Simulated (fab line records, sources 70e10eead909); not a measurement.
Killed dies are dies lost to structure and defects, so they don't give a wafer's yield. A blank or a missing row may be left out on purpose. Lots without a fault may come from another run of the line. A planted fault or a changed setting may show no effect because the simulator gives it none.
Chamber matching | flow nand_harc | NHARC_THIN_TSV_ETCH_15 on rie_si-04: 4 sister chambers
The step target depth 3000 nm, bosch target overetch cycles 2, bosch etch step 2.8 s. 14 wafers are shown with their chamber, then 7 later ones without.

WAFERS WITH THEIR CHAMBER
wafer  | chamber | drypump_motor_current_A (A)
L802.2 | 1       | 6.0
L802.3 | 3       | 5.9
L802.5 | 2       | 6.4
L810.1 | 0       | 5.5
L810.2 | 1       | 6.0
L810.5 | 0       | 5.6
L816.2 | 2       | 6.4
L816.4 | 3       | 5.9
L816.6 | 2       | 6.4
L818.1 | 0       | 5.6
L818.3 | 2       | 6.4
L818.6 | 1       | 6.0
L823.1 | 3       | 5.9
L823.2 | 2       | 6.4

SIGNATURES (means of the wafers above)
reading                 | chamber 0 | chamber 1 | chamber 2 | chamber 3 | scatter within a chamber
drypump_motor_current_A | 5.567     | 6.000     | 6.400     | 5.900     | 0.0258
Rule: a wafer's distance from a chamber is the root of the sum, over the readings, of the square of ((its reading less the chamber's mean) divided by the reading's scatter). The wafer belongs to the nearest chamber; if the next one is less than 2 further off, it can't be placed. The scatter: the root of (the sum of the squares of (reading less its chamber's mean) over the shown wafers, divided by (wafers less chambers)).

WAFERS WITHOUT THEIR CHAMBER
wafer  | drypump_motor_current_A (A)
L823.3 | 5.6
L822.2 | 6.4
L822.5 | 5.6
L822.6 | 6.0
L824.2 | 6.0
L824.5 | 5.6
L824.6 | 5.9

WHICH CHAMBER EACH WENT THROUGH
wafer  | from the rows above | in truth
L823.3 | 0                   | 0
L822.2 | 2                   | 2
L822.5 | 0                   | 0
L822.6 | 1                   | 1
L824.2 | 1                   | 1
L824.5 | 0                   | 0
L824.6 | 3                   | 3
Placed correctly: 7 of 7. Can't be placed from these rows: 0. Placed wrongly: 0.
